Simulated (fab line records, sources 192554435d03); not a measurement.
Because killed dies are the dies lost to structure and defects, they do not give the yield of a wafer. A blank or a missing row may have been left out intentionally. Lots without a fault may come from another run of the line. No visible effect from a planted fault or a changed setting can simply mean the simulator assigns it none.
Which tool was responsible? -- flow n5Finfet -- 10 lots, 29 wafers sampled, at 5 steps of a route of 1938

WHAT EACH GAUGE READ, for each wafer
No reading from a measuring or inspecting step in the record can be judged against a usual standard deviation.

WHICH TOOL RAN EACH LOT (tool, then ch and the chambers of the sampled wafers, then the start)
lot,N5_MIM_BOT_LITHO_DESCUM_10,N5_PASSIVATION_VIA_ETCH_13,N5_PASSIVATION_STRIP_14,N5_PASSIVATION_PRE_CLEAN_19,N5_PASSIVATION_PROBE_49
L696,"rieDiel-03 ch 1,2,3, day 11 12:50","rieDiel-01 ch 0,1,2, day 11 14:29","rieDiel-01 ch 0,1,2, day 11 14:41","pvdSputter-02, day 11 15:22",-
L699,"rieDiel-03 ch 0,1, day 12 20:08","rieDiel-04 ch 1,3, day 12 22:09","rieDiel-04 ch 1,3, day 12 22:21","pvdSputter-01, day 12 22:47",-
L701,"rieDiel-03 ch 1,2, day 13 00:24","rieDiel-02 ch 0,3, day 13 02:08","rieDiel-02 ch 0,3, day 13 02:20","pvdSputter-02, day 13 04:41",-
L702,"rieDiel-06 ch 0,2,3, day 13 08:32","rieDiel-01 ch 0,3, day 13 10:16","rieDiel-01 ch 0,3, day 13 10:28","pvdSputter-03, day 13 12:47",-
L704,"rieDiel-03 ch 0,2,3, day 13 23:53","rieDiel-02 ch 0,1,3, day 14 01:37","rieDiel-02 ch 0,1,3, day 14 01:49","pvdSputter-02, day 14 02:08",-
L705,"rieDiel-06 ch 1,2,3, day 14 06:52","rieDiel-04 ch 1,2,3, day 14 08:55","rieDiel-04 ch 1,2,3, day 14 09:07","pvdSputter-03, day 14 09:56",-
L710,"rieDiel-05 ch 2,3, day 16 06:20","rieDiel-04 ch 0,1, day 16 08:20","rieDiel-04 ch 0,1, day 16 08:32","pvdSputter-03, day 16 10:10","prober-02, day 16 16:23"
L714,"rieDiel-06 ch 0,3, day 16 17:34","rieDiel-04 ch 1,2, day 16 19:32","rieDiel-04 ch 1,2, day 16 19:44","pvdSputter-01, day 16 20:15","prober-02, day 17 02:01"
L715,"rieDiel-06 ch 2,3, day 16 17:58","rieDiel-01 ch 0,1, day 16 19:47","rieDiel-01 ch 0,1, day 16 19:59","pvdSputter-03, day 16 20:18",-
L717,"rieDiel-03 ch 1,2, day 17 11:48","rieDiel-01 ch 2,3, day 17 13:38","rieDiel-01 ch 2,3, day 17 13:50","pvdSputter-01, day 17 14:23",-
- N5_MIM_BOT_LITHO_DESCUM_10: chemistry O2, time 7.9 s.
- N5_PASSIVATION_VIA_ETCH_13: etches SiO2 in CHF3/O2, target depth 660 nm, time 330 s.
- N5_PASSIVATION_STRIP_14: strips in O2.
- N5_PASSIVATION_PRE_CLEAN_19
- N5_PASSIVATION_PROBE_49

AS READ BY THE TOOLS THEMSELVES (means over the sampled wafers that have a number; for cases with no such wafer, the mark the record gives instead)
N5_MIM_BOT_LITHO_DESCUM_10. Usual: drypumpMotorCurrentA 5.6 A, standard deviation 0.42; oesProductAu 0.80 a.u., standard deviation 0.086; rfFwdPowerW 49.69 W, standard deviation 0.17; rfVppV 243.0 V, standard deviation 1.4; showerheadPlenumPTorr 2.09 Torr, standard deviation 0.08; throttleValvePct 20.42 %, standard deviation 0.18.
lot,tool,drypumpMotorCurrentA (A),oesProductAu (a.u.),rfFwdPowerW (W),rfVppV (V),showerheadPlenumPTorr (Torr),throttleValvePct (%),flag
L696,rieDiel-03,5.7,0.83,49.91,242.3,2.06,20.50,
L699,rieDiel-03,5.8,0.81,49.74,243.0,2.06,20.61,
L701,rieDiel-03,5.9,0.76,49.70,242.0,2.04,20.59,
L702,rieDiel-06,5.7,0.83,49.56,242.8,2.12,20.38,
L704,rieDiel-03,6.0,0.76,49.69,241.7,2.01,20.52,
L705,rieDiel-06,5.8,0.76,49.65,243.3,2.09,20.28,
L710,rieDiel-05,5.4,0.76,49.69,243.7,2.08,20.39,
L714,rieDiel-06,5.5,0.89,49.80,243.7,2.18,20.37,
L715,rieDiel-06,5.9,0.85,49.51,245.3,2.22,20.22,
L717,rieDiel-03,5.9,0.72,49.75,242.1,2.03,20.64,

N5_PASSIVATION_VIA_ETCH_13. Usual: biasW 170.0 W, standard deviation 0.47; drypumpMotorCurrentA 5.5 A, standard deviation 0.44; etchRfOnTimeS 233 s, standard deviation 5.7; oes_o_777_au 0.80 a.u., standard deviation 0.093; oesProductAu 0.72 a.u., standard deviation 0.088; rfFwdPowerW 647.7 W, standard deviation 2.1; rfVppV 521 V, standard deviation 8.9; showerheadPlenumPTorr 2.44 Torr, standard deviation 0.074; throttleValvePct 18.82 %, standard deviation 0.26.
lot,tool,biasW (W),drypumpMotorCurrentA (A),etchRfOnTimeS (s),oes_o_777_au (a.u.),oesProductAu (a.u.),rfFwdPowerW (W),rfVppV (V),showerheadPlenumPTorr (Torr),throttleValvePct (%),flag
L696,rieDiel-01,170.5,5.6,231,0.82,0.74,649.0,524,2.43,18.79,
L699,rieDiel-04,169.8,5.6,236,0.76,0.68,646.6,520,2.32,18.97,
L701,rieDiel-02,169.9,5.9,232,0.87,0.78,648.1,507,2.42,18.54,
L702,rieDiel-01,169.9,5.4,231,0.76,0.68,648.6,520,2.51,18.91,
L704,rieDiel-02,169.7,5.7,230,0.80,0.72,646.6,513,2.43,18.84,
L705,rieDiel-04,170.3,5.2,231,0.90,0.81,647.2,525,2.51,18.70,
L710,rieDiel-04,169.9,5.2,230,0.86,0.79,646.2,523,2.39,18.63,
L714,rieDiel-04,169.8,5.0,231,0.84,0.77,647.5,522,2.47,18.65,
L715,rieDiel-01,170.0,5.8,232,0.84,0.76,646.6,529,2.40,18.63,
L717,rieDiel-01,170.1,5.6,234,0.87,0.80,648.9,510,2.44,18.77,

N5_PASSIVATION_STRIP_14. Usual: drypumpMotorCurrentA 5.5 A, standard deviation 0.43; oesProductAu 0.80 a.u., standard deviation 0.098; rfVppV 3.8 V, standard deviation 0.91; showerheadPlenumPTorr 2.12 Torr, standard deviation 0.069; throttleValvePct 16.59 %, standard deviation 0.28.
lot,tool,drypumpMotorCurrentA (A),oesProductAu (a.u.),rfVppV (V),showerheadPlenumPTorr (Torr),throttleValvePct (%),flag
L696,rieDiel-01,5.6,0.81,3.8,2.11,16.58,
L699,rieDiel-04,5.6,0.77,4.2,2.03,16.83,
L701,rieDiel-02,6.0,0.87,3.9,2.10,16.26,
L702,rieDiel-01,5.4,0.75,3.3,2.19,16.69,
L704,rieDiel-02,5.7,0.81,4.5,2.10,16.55,
L705,rieDiel-04,5.3,0.91,4.7,2.19,16.49,
L710,rieDiel-04,5.2,0.86,3.8,2.08,16.40,
L714,rieDiel-04,5.0,0.86,4.6,2.14,16.33,
L715,rieDiel-01,5.8,0.83,4.0,2.09,16.41,
L717,rieDiel-01,5.6,0.87,3.7,2.12,16.51,

N5_PASSIVATION_PRE_CLEAN_19. Usual: 512 W for heaterPowerW, sd 67.
lot,tool,heaterPowerW (W),flag
L696,pvdSputter-02,535,
L699,pvdSputter-01,545,
L701,pvdSputter-02,558,
L702,pvdSputter-03,491,
L704,pvdSputter-02,526,
L705,pvdSputter-03,501,
L710,pvdSputter-03,477,
L714,pvdSputter-01,516,
L715,pvdSputter-03,421,
L717,pvdSputter-01,537,

N5_PASSIVATION_PROBE_49. Usual: defectLimitedYield 91.3 %, standard deviation 1.5; killed_at_M0_to_M3 34, standard deviation 11; killed_at_M4_up 14, standard deviation 6.1; killedAtContacts 12, standard deviation 5.9; killedAtFrontEnd 39, standard deviation 11; killedAtOther 4, standard deviation 3.3; killedDies 102, standard deviation 18; killedOpen 67, standard deviation 13; killedShort 33, standard deviation 7.9; sort_bin_5_function 5.1 %, standard deviation 1; sort_bin_6_memory 3.3 %, standard deviation 0.7; sortNPass 1077, standard deviation 19; sortYieldPct 91.3 %, standard deviation 1.6.
lot,tool,defectLimitedYield (%),killed_at_M0_to_M3,killed_at_M4_up,killedAtContacts,killedAtFrontEnd,killedAtOther,killedDies,killedOpen,killedShort,sort_bin_5_function (%),sort_bin_6_memory (%),sortNPass,sortYieldPct (%),flag
L710,prober-02,84.1,30,20,12,47,78,188,77,32,10.1,4.0,992,84.1,OFF
L714,prober-02,83.0,24,18,23,25,110,200,65,26,11.1,4.0,980,83.0,OFF

THE ANSWER, worked out from the rows above alone
Rule: a lot is off if the mean of its wafers that have a number lies more than 3 standard deviations from the usual mean. Also off: a lot with no number at a reading for which 4 or more lots have one. Where the step has rows for the other lots, those lots are counted as sound. Order of review: gauges by route order, followed by the tools' own readings, for which a lot's mean as printed above is used. At the first step where some lot is off, the reading lying furthest off is the one used; lots without a number count as furthest.
Off at N5_PASSIVATION_PROBE_49 (killedAtOther): L710, L714. Neither off nor sound, because the step has no rows for them: L696, L699, L701, L702, L704, L705, L715, L717.
If a tool, at that step or one of the process steps before it, ran each lot that is off and ran no sound lot following the first of them, it fits. This does not decide it: 2 tools fit, namely rieDiel-04 at N5_PASSIVATION_VIA_ETCH_13 and N5_PASSIVATION_STRIP_14 and prober-02 at N5_PASSIVATION_PROBE_49.

WHAT THE SIMULATOR HAD INSERTED
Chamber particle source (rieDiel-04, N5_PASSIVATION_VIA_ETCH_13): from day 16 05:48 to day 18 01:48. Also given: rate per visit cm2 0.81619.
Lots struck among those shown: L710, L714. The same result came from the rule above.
